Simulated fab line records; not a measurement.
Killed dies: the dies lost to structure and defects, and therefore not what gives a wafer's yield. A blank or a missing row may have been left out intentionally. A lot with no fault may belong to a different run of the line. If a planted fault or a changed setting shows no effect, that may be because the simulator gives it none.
Matching of chambers | flow nandHarc | NHARC_A_CONTACT_ETCH_106 on rieDiel-03 has 4 sister chambers
The step etches the open film in CF4/O2, target depth 90 nm, overetch 9 nm, time 49.5 s. 24 wafers are shown with their chamber, then 12 later ones without.

## EACH WAFER AND ITS CHAMBER
wafer  | chamber | showerheadPlenumPTorr (Torr) | drypumpMotorCurrentA (A) | rfVppV (V)
L074.1 | 3       | 1.40                         | 6.1                      | 199.6
L074.2 | 1       | 1.41                         | 6.4                      | 198.4
L074.6 | 0       | 1.25                         | 5.7                      | 196.8
L078.4 | 3       | 1.40                         | 6.2                      | 199.3
L078.5 | 2       | 1.24                         | 6.0                      | 196.7
L078.6 | 3       | 1.40                         | 6.2                      | 199.0
L079.2 | 3       | 1.40                         | 6.1                      | 198.2
L079.5 | 2       | 1.24                         | 5.9                      | 196.3
L079.6 | 3       | 1.40                         | 6.1                      | 198.4
L080.1 | 2       | 1.24                         | 6.0                      | 197.9
L080.4 | 1       | 1.41                         | 6.3                      | 199.5
L080.6 | 1       | 1.41                         | 6.3                      | 198.7
L082.1 | 3       | 1.40                         | 6.2                      | 199.3
L082.2 | 2       | 1.24                         | 6.0                      | 196.0
L082.4 | 1       | 1.41                         | 6.3                      | 197.9
L084.2 | 3       | 1.40                         | 6.1                      | 200.2
L084.3 | 1       | 1.40                         | 6.3                      | 198.4
L084.5 | 1       | 1.40                         | 6.3                      | 199.1
L086.1 | 1       | 1.40                         | 6.3                      | 198.4
L086.2 | 0       | 1.25                         | 5.7                      | 195.9
L086.3 | 2       | 1.24                         | 6.0                      | 196.5
L091.1 | 2       | 1.24                         | 5.9                      | 196.4
L091.2 | 0       | 1.25                         | 5.7                      | 195.0
L091.5 | 1       | 1.40                         | 6.3                      | 200.2

SIGNATURES (means of the wafers above)
reading               | chamber 0 | chamber 1 | chamber 2 | chamber 3 | scatter within a chamber
showerheadPlenumPTorr | 1.2500    | 1.4050    | 1.2400    | 1.4000    | 0.00316
drypumpMotorCurrentA  | 5.700     | 6.312     | 5.967     | 6.143     | 0.0443
rfVppV                | 195.900   | 198.825   | 196.633   | 199.143   | 0.724
Rule: for a wafer and a chamber, the distance is found by dividing, reading by reading, the gap between the wafer's reading and the chamber's mean by the reading's scatter, squaring, summing and taking the root. If the next closest chamber is less than 2 further off than the closest, the wafer can't be placed; otherwise it belongs to the closest. The scatter is the square root of a quotient: the sum, over the shown wafers, of each reading's squared deviation from its chamber's mean, divided by wafers minus chambers.

## WAFERS WITH NO CHAMBER GIVEN
wafer  | showerheadPlenumPTorr (Torr) | drypumpMotorCurrentA (A) | rfVppV (V)
L095.1 | 1.40                         | 6.3                      | 198.7
L095.2 | 1.24                         | 6.0                      | 196.3
L095.5 | 1.24                         | 5.9                      | 196.7
L094.1 | 1.40                         | 6.2                      | 198.4
L094.4 | 1.25                         | 5.7                      | 196.1
L094.6 | 1.40                         | 6.3                      | 198.4
L093.1 | 1.25                         | 5.7                      | 196.3
L093.5 | 1.40                         | 6.2                      | 198.3
L093.6 | 1.24                         | 6.0                      | 195.0
L097.1 | 1.24                         | 6.0                      | 197.0
L097.2 | 1.40                         | 6.2                      | 196.8
L097.4 | 1.25                         | 5.7                      | 196.2

## THE CHAMBER EACH PASSED THROUGH
wafer  | from the rows above     | in truth
L095.1 | can't be placed: 1 or 3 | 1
L095.2 | 2                       | 2
L095.5 | 2                       | 2
L094.1 | can't be placed: 3 or 1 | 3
L094.4 | 0                       | 0
L094.6 | can't be placed: 1 or 3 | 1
L093.1 | 0                       | 0
L093.5 | can't be placed: 3 or 1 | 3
L093.6 | 2                       | 2
L097.1 | 2                       | 2
L097.2 | can't be placed: 3 or 1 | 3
L097.4 | 0                       | 0
7 of 12 placed correctly. Unplaceable from these rows: 5, with the true chamber sitting among the candidates in 5. Placed wrongly: 0.
